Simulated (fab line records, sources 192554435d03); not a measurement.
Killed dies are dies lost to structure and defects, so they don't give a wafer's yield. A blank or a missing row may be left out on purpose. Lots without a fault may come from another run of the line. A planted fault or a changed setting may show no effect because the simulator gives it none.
Split-lot experiment | flow n5_finfet | 7 lots, 21 wafers read, on a route of 1938 steps

THE SPLIT
At N5_BEOL_M15_COAT_04 (resist thk 800 nm), the setting spin_rpm was moved away from the recipe's 1704 rpm on 3 of the 21 wafers read, by -8.5% to -3.3%. The other wafers ran this setting at the recipe's value.

FROM THE SPLIT TO THE READING: what the file shows between them, 3 steps
- N5_BEOL_M15_EBR_06
- N5_BEOL_M15_SOFTBAKE_05: time 60 s
- N5_BEOL_M15_DESCUM_15: chemistry O2, time 7.9 s

THE READING
coat_of_BEOL_M15_COAT_04.thk_nm (the simulator's own value, which no gauge read), in nm, at N5_BEOL_M15_ETCH_59 (etches BARC in N2/H2, target depth 89 nm, overetch 26.7 nm, time 67.9 s). The file gives no usual value for it. The 18 wafers here that ran the recipe average 717.5 nm, standard deviation 4 nm.

wafer  | tool, chamber at the split | spin_rpm as run, rpm | against the recipe | coat_of_BEOL_M15_COAT_04.thk_nm, nm | against lot-mates on the recipe
L078.3 | litho_track-05, 0          | 1704                 | recipe             | 719.6                               | -
L078.4 | litho_track-05, 0          | 1704                 | recipe             | 722.4                               | -
L078.5 | litho_track-05, 0          | 1704                 | recipe             | 721.2                               | -
L077.1 | litho_track-02, 0          | 1704                 | recipe             | 718.2                               | -
L077.5 | litho_track-02, 0          | 1704                 | recipe             | 715                                 | -
L077.6 | litho_track-02, 0          | 1704                 | recipe             | 717.8                               | -
L076.2 | litho_track-05, 0          | 1704                 | recipe             | 719.6                               | -
L076.5 | litho_track-05, 0          | 1647                 | -3.3%              | 735.6                               | +16.0
L076.6 | litho_track-05, 0          | 1647                 | -3.3%              | 735.2                               | +15.6
L086.3 | litho_track-05, 0          | 1704                 | recipe             | 718                                 | -
L086.4 | litho_track-05, 0          | 1704                 | recipe             | 713.4                               | -
L086.6 | litho_track-05, 0          | 1704                 | recipe             | 719                                 | -
L087.3 | litho_track-02, 0          | 1704                 | recipe             | 714.2                               | -
L087.5 | litho_track-02, 0          | 1704                 | recipe             | 711.6                               | -
L087.6 | litho_track-02, 0          | 1704                 | recipe             | 708.2                               | -
L089.2 | litho_track-05, 0          | 1704                 | recipe             | 724.8                               | -
L089.4 | litho_track-05, 0          | 1704                 | recipe             | 720.6                               | -
L089.6 | litho_track-05, 0          | 1560                 | -8.5%              | 755                                 | +32.3
L096.2 | litho_track-05, 0          | 1704                 | recipe             | 715.8                               | -
L096.5 | litho_track-05, 0          | 1704                 | recipe             | 719.8                               | -
L096.6 | litho_track-05, 0          | 1704                 | recipe             | 715                                 | -

THE FIT
A straight line over all 21 wafers: coat_of_BEOL_M15_COAT_04.thk_nm changes by -4.64 nm for each +1% of spin_rpm; r = -0.93; the points scatter about the line by 3.9 nm.
The same after taking each lot's own level away (the mean of its wafers on the recipe; 21 wafers): -4.01 nm for each +1%; r = -0.97; scatter 2.1 nm.
On that fit, the largest move of spin_rpm shifts the reading by 34 nm.
The lots' own levels span 711.33 to 722.70 nm, that is 2.9 times the standard deviation above.
So the lot-to-lot level changes the slope: the two fits differ.
Check: with one of the wafers moved furthest among these (-8.5%) left out of the fit, the line predicts +39.9 nm for it against its lot-mates. It came out at +32.3 nm against them.

THE WHOLE CHAIN: every reading that the file lists as answering this split, in the file's order
step                    | what it does                                                            | reading                                                                          | change (the file's fit)                                                                 | r (the file's)
N5_BEOL_M15_COAT_04     | resist thk 800 nm                                                       | coat_of_BEOL_M15_COAT_04.thk_nm (the simulator's own value, which no gauge read) | -4.26 nm for each +1% of the setting                                                    | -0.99
N5_BEOL_M15_DESCUM_15   | chemistry O2, time 7.9 s                                                | coat_of_BEOL_M15_COAT_04.thk_nm (the simulator's own value, which no gauge read) | -4.24 nm for each +1% of the setting                                                    | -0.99
N5_BEOL_M15_ETCH_59     | etches BARC in N2/H2, target depth 89 nm, overetch 26.7 nm, time 67.9 s | coat_of_BEOL_M15_COAT_04.thk_nm (the simulator's own value, which no gauge read) | -3.94 nm for each +1% of the setting                                                    | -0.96
N5_BEOL_M15_VIA_ETCH_16 | etches SiO2 in C4F8/O2/Ar, target depth 1792.2 nm                       | coat_of_BEOL_M15_COAT_04.thk_nm (the simulator's own value, which no gauge read) | -5.22 nm for each +1% of the setting, in a fit together with time_s@BEOL_M15_ILD_DEP_00 | 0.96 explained

THE FILE'S OWN FIT
coat_of_BEOL_M15_COAT_04.thk_nm changes by -3.94 nm for each +1% of spin_rpm, r = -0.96.
